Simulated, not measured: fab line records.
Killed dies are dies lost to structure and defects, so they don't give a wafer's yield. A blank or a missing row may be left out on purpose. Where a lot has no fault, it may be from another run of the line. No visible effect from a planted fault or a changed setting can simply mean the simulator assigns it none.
Chamber matching	flow n5 finfet	N5_FIN_SAQP_ETCH_52 on rie diel-01: 4 sister chambers
The step etches SOC in N2/H2, target depth 100 nm, overetch 20 nm, time 150 s. 8 wafers are shown with their chamber, then 7 later ones without.

## EACH WAFER AND ITS CHAMBER
wafer	chamber	showerhead plenum p Torr (Torr)	drypump motor current A (A)
L074.2	2	2.43	5.0
L076.1	2	2.43	5.1
L077.5	0	2.61	6.5
L078.2	1	2.45	5.7
L078.3	3	2.70	5.7
L078.5	3	2.70	5.7
L080.1	1	2.44	5.8
L080.2	0	2.61	6.5

## WAFERS WITHOUT THEIR CHAMBER
wafer	showerhead plenum p Torr (Torr)	drypump motor current A (A)
L080.4	2.42	5.1
L088.1	2.60	6.5
L088.3	2.69	5.7
L088.6	2.44	5.8
L091.2	2.60	6.5
L091.3	2.69	5.7
L091.5	2.60	6.5

## WHICH CHAMBER EACH ONE RAN IN
wafer	from the rows above	in truth
L080.4	2	2
L088.1	0	0
L088.3	3	3
L088.6	1	1
L091.2	0	0
L091.3	3	3
L091.5	0	0
Placed correctly: 7 of 7. Number that these rows cannot place: 0. Wrongly placed: 0.
How it was worked out, from the rows above alone: a wafer's distance from a chamber is the root of the sum, over the readings, of the square of ((its reading less the chamber's mean) divided by the reading's scatter). The wafer belongs to the nearest chamber; if the next one is less than 2 further off, it can't be placed. For every chamber, the mean is computed from those of its wafers that are shown. How the scatter is found: for the shown wafers, subtract from each reading the mean of its chamber, square and add these, divide the total by (wafers less chambers), then take the root.
